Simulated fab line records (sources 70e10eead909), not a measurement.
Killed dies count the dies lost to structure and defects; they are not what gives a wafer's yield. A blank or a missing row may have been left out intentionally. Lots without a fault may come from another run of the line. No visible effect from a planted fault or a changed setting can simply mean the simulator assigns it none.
The tool behind it: which one?    flow nandHarc    24 lots, 72 wafers sampled, at 4 steps of a route of 1302

## WHAT THE GAUGES SHOWED, per wafer
NHARC_A_CONTACT_OVL_MEAS_43. Usual: overlayXNm -0.1 nm, standard deviation 0.73; overlayYNm 0.1 nm, standard deviation 1.1.
lot   measured      on          overlayXNm (nm)  overlayYNm (nm)  flag
L074  day 21 00:25  overlay-02  -1.3 -0.4 -0.3   0.4 -0.2 0.2     
L075  day 21 23:29  overlay-02  -0.1 -0.7 -0.5   0.5 1.3 0.5      
L076  day 22 12:12  overlay-02  -0.8 -0.1 -0.1   0.5 0.7 0.8      
L077  day 22 09:01  overlay-02  0.3 0.5 0.5      0.5 0.5 1.1      
L078  day 23 00:40  overlay-02  0.2 -0.3 0.5     0.5 0.4 0.2      
L079  day 23 17:51  overlay-02  0.8 0.9 1.1      0.7 0.9 0.3      
L080  day 24 01:48  overlay-02  -0.5 -0.8 -0.6   -0.5 -0.3 -0.6   
L081  day 23 23:02  overlay-01  -0.9 -1.5 -1.1   -1.2 -0.4 -1.1   
L082  day 24 13:23  overlay-01  0.0 0.2 -0.3     0.8 0.9 0.8      
L083  day 24 11:37  overlay-01  -0.4 -1.1 -0.4   2.3 1.6 2.1      
L084  day 25 10:25  overlay-02  -1.1 -1.0 -1.9   0.0 0.8 0.5      
L085  day 25 14:29  overlay-01  0.0 -0.1 0.7     -1.2 -0.6 -1.0   
L086  day 26 13:47  overlay-02  0.5 0.1 0.1      -1.2 -0.3 -0.7   
L087  day 27 01:08  overlay-01  0.4 0.0 0.2      1.7 1.5 1.5      
L088  day 27 14:55  overlay-01  -0.5 -0.1 0.3    0.0 0.1 0.4      
L089  day 27 12:54  overlay-02  0.2 0.0 -0.2     -0.9 -1.2 -0.3   
L090  day 27 22:26  overlay-01  0.1 0.2 -0.3     -2.2 -3.3 -2.1   
L091  day 27 22:17  overlay-02  0.6 0.7 0.7      1.0 1.5 0.9      
L093  day 29 23:38  overlay-01  0.2 0.6 0.6      -0.7 -1.3 -1.2   
L092  day 29 19:26  overlay-02  -0.1 -0.7 0.4    1.7 1.7 1.5      
L094  day 30 03:31  overlay-01  -0.2 0.1 -0.3    -1.4 -1.6 -1.2   
L095  day 30 10:52  overlay-02  -0.1 -0.1 0.1    0.4 0.0 0.1      
L096  day 31 04:41  overlay-01  0.3 0.1 0.2      0.3 -0.1 -0.5    
L097  day 31 08:14  overlay-01  -1.6 -2.0 -2.2   0.7 0.4 0.5      

NHARC_A_CONTACT_INSPECT_44. Usual: 79 for rawDefectCount, sd 33.
lot   measured      on                rawDefectCount  flag
L074  day 21 00:28  defectInspect-02  116 109 124     
L075  day 21 23:31  defectInspect-01  49 47 65        
L076  day 22 12:14  defectInspect-02  102 89 95       
L077  day 22 09:03  defectInspect-02  61 53 59        
L078  day 23 00:42  defectInspect-01  66 63 72        
L079  day 23 17:53  defectInspect-02  44 68 50        
L080  day 24 01:50  defectInspect-01  138 142 157     
L081  day 23 23:04  defectInspect-02  61 60 69        
L082  day 24 13:25  defectInspect-02  66 66 62        
L083  day 24 11:39  defectInspect-02  126 135 112     
L084  day 25 10:28  defectInspect-01  90 69 74        
L085  day 25 14:31  defectInspect-01  90 80 73        
L086  day 26 13:49  defectInspect-01  25 11 16        
L087  day 27 01:10  defectInspect-02  95 105 107      
L088  day 27 14:57  defectInspect-01  61 67 59        
L089  day 27 12:56  defectInspect-01  92 88 88        
L090  day 27 22:29  defectInspect-01  65 62 50        
L091  day 27 22:20  defectInspect-02  103 86 106      
L093  day 29 23:41  defectInspect-02  82 68 79        
L092  day 29 19:29  defectInspect-02  25 21 27        
L094  day 30 03:33  defectInspect-01  122 89 116      
L095  day 30 10:55  defectInspect-02  21 22 28        
L096  day 31 04:44  defectInspect-01  88 78 89        
L097  day 31 08:16  defectInspect-01  115 128 141     

## WHICH TOOL RAN EACH LOT (tool, then ch and the chambers of the sampled wafers, then the start)
lot   NHARC_A_SLIT_DEP_23              NHARC_A_SLIT_DESCUM_14
L074  pecvd-03 ch 0,1, day 19 08:49    rieDiel-05 ch 0,1,2, day 19 09:41
L075  pecvd-02 ch 0,1,2, day 20 06:24  rieDiel-05 ch 2,3, day 20 07:07
L076  pecvd-02 ch 0,1, day 20 19:17    rieDiel-05 ch 0,3, day 20 20:08
L077  pecvd-01 ch 0,1,2, day 20 19:25  rieDiel-08 ch 0,2,3, day 20 20:18
L078  pecvd-01 ch 0,1,2, day 21 09:19  rieDiel-08 ch 1,2, day 21 09:59
L079  pecvd-02 ch 0,1,2, day 22 02:28  rieDiel-08 ch 0,1, day 22 03:18
L080  pecvd-01 ch 1,2, day 22 07:09    rieDiel-08 ch 1,3, day 22 08:04
L081  pecvd-02 ch 0,1, day 22 07:10    rieDiel-05 ch 0,2,3, day 22 07:54
L082  pecvd-02 ch 0,1,2, day 22 19:21  rieDiel-07 ch 0,3, day 22 20:00
L083  pecvd-01 ch 0,1,2, day 22 19:37  rieDiel-05 ch 0,3, day 22 20:29
L084  pecvd-01 ch 0,1, day 23 13:37    rieDiel-05 ch 2,3, day 23 14:25
L085  pecvd-01 ch 0,2, day 23 21:11    rieDiel-07 ch 0,1,3, day 23 21:55
L086  pecvd-02 ch 1,2, day 24 19:39    rieDiel-08 ch 0,1,2, day 24 20:23
L087  pecvd-03 ch 1,2, day 25 08:07    rieDiel-08 ch 0,1, day 25 08:58
L088  pecvd-03 ch 1,2, day 25 20:23    rieDiel-05 ch 1,2,3, day 25 21:15
L089  pecvd-03 ch 0,2, day 25 20:33    rieDiel-07 ch 0,2, day 25 21:25
L090  pecvd-02 ch 0,2, day 26 06:31    rieDiel-07 ch 1,2, day 26 07:23
L091  pecvd-01 ch 0,2, day 26 06:52    rieDiel-08 ch 0,2,3, day 26 07:42
L093  pecvd-03 ch 0,1,2, day 28 03:10  rieDiel-08 ch 0,2,3, day 28 04:00
L092  pecvd-02 ch 0,2, day 28 03:51    rieDiel-05 ch 0,1,2, day 28 04:42
L094  pecvd-02 ch 0,1,2, day 28 07:38  rieDiel-05 ch 0,2,3, day 28 08:20
L095  pecvd-03 ch 0,1, day 28 20:56    rieDiel-08 ch 1,2,3, day 28 21:46
L096  pecvd-03 ch 1,2, day 29 12:29    rieDiel-05 ch 0,1,2, day 29 13:14
L097  pecvd-03 ch 0,2, day 29 13:28    rieDiel-07 ch 1,3, day 29 14:20
- NHARC_A_SLIT_DEP_23: deposits SiON, target thk 100 nm.
- NHARC_A_SLIT_DESCUM_14: chemistry O2, time 3 s.

## AS READ BY THE TOOLS THEMSELVES (means over the sampled wafers that have a number; for cases with no such wafer, the mark the record gives instead)
NHARC_A_SLIT_DEP_23. Usual: heaterPowerOuterW 457 W, standard deviation 68; heaterPowerW 732 W, standard deviation 83.
lot   tool      heaterPowerOuterW (W)  heaterPowerW (W)  flag
L074  pecvd-03  456                    725               
L075  pecvd-02  460                    749               
L076  pecvd-02  478                    782               
L077  pecvd-01  425                    675               
L078  pecvd-01  451                    714               
L079  pecvd-02  465                    745               
L080  pecvd-01  398                    683               
L081  pecvd-02  509                    821               
L082  pecvd-02  457                    734               
L083  pecvd-01  416                    679               
L084  pecvd-01  417                    701               
L085  pecvd-01  424                    660               
L086  pecvd-02  375                    640               
L087  pecvd-03  478                    769               
L088  pecvd-03  473                    765               
L089  pecvd-03  519                    820               
L090  pecvd-02  497                    799               
L091  pecvd-01  472                    706               
L093  pecvd-03  471                    730               
L092  pecvd-02  496                    780               
L094  pecvd-02  461                    748               
L095  pecvd-03  498                    790               
L096  pecvd-03  413                    673               
L097  pecvd-03  536                    850               

NHARC_A_SLIT_DESCUM_14. Usual: drypumpMotorCurrentA 5.4 A, standard deviation 0.44; o2FlowSccm 200.0 sccm, standard deviation 0.61; oesProductAu 0.997 a.u., standard deviation 0.011; rfVppV 57.6 V, standard deviation 0.87; showerheadPlenumPTorr 1.89 Torr, standard deviation 0.093; throttleValvePct 11.311 %, standard deviation 0.0089.
lot   tool        drypumpMotorCurrentA (A)  o2FlowSccm (sccm)  oesProductAu (a.u.)  rfVppV (V)  showerheadPlenumPTorr (Torr)  throttleValvePct (%)  flag
L074  rieDiel-05  5.7                       200.1              1.000                57.7        1.85                          11.317                
L075  rieDiel-05  5.4                       199.8              0.996                58.0        1.99                          11.310                
L076  rieDiel-05  5.4                       199.8              1.003                57.2        1.91                          11.317                
L077  rieDiel-08  5.4                       201.1              0.999                57.6        1.90                          11.317                
L078  rieDiel-08  5.1                       200.2              0.991                57.6        1.85                          11.305                
L079  rieDiel-08  5.5                       199.6              1.003                57.8        1.79                          11.313                
L080  rieDiel-08  4.9                       200.6              0.992                56.9        1.85                          11.306                
L081  rieDiel-05  5.6                       200.1              1.000                57.1        1.93                          11.316                
L082  rieDiel-07  5.3                       200.0              0.996                58.3        1.97                          11.311                
L083  rieDiel-05  5.4                       200.0              0.996                57.7        1.91                          11.314                
L084  rieDiel-05  5.4                       200.2              0.988                58.1        1.99                          11.316                
L085  rieDiel-07  5.3                       199.6              0.990                58.1        1.89                          11.317                
L086  rieDiel-08  5.4                       199.8              0.996                57.1        1.85                          11.308                
L087  rieDiel-08  5.2                       200.2              0.989                56.8        1.79                          11.303                
L088  rieDiel-05  5.5                       199.8              0.984                57.4        1.91                          11.304                
L089  rieDiel-07  5.6                       200.3              0.993                57.7        1.88                          11.316                
L090  rieDiel-07  5.3                       200.4              1.019                57.7        1.89                          11.305                
L091  rieDiel-08  5.4                       199.2              1.001                57.8        1.90                          11.319                
L093  rieDiel-08  5.4                       200.3              0.994                57.6        1.90                          11.313                
L092  rieDiel-05  5.7                       199.8              1.000                57.4        1.85                          11.317                
L094  rieDiel-05  5.6                       200.4              1.000                58.5        1.93                          11.307                
L095  rieDiel-08  5.0                       199.8              0.987                57.4        1.91                          11.310                
L096  rieDiel-05  5.7                       200.2              0.994                57.2        1.85                          11.313                
L097  rieDiel-07  5.2                       200.0              1.014                57.7        1.90                          11.310                

## THE ANSWER, worked out from the rows above alone
Rule: a lot is off if the mean of its wafers that have a number lies more than 3 standard deviations from the usual mean. A lot without any number at a reading at which 4 lots or more have one is off too. The other lots that the step has rows for count as sound. The gauges are gone through in route order, then the tools' own readings, and for those a lot's mean is taken as printed above. The first step at which some lot is off is used, and at that step the reading that is off furthest; a lot without a number counts as furthest.
None of the lots is off at any reading shown; this tells nothing.

## WHAT THE SIMULATOR PUT IN
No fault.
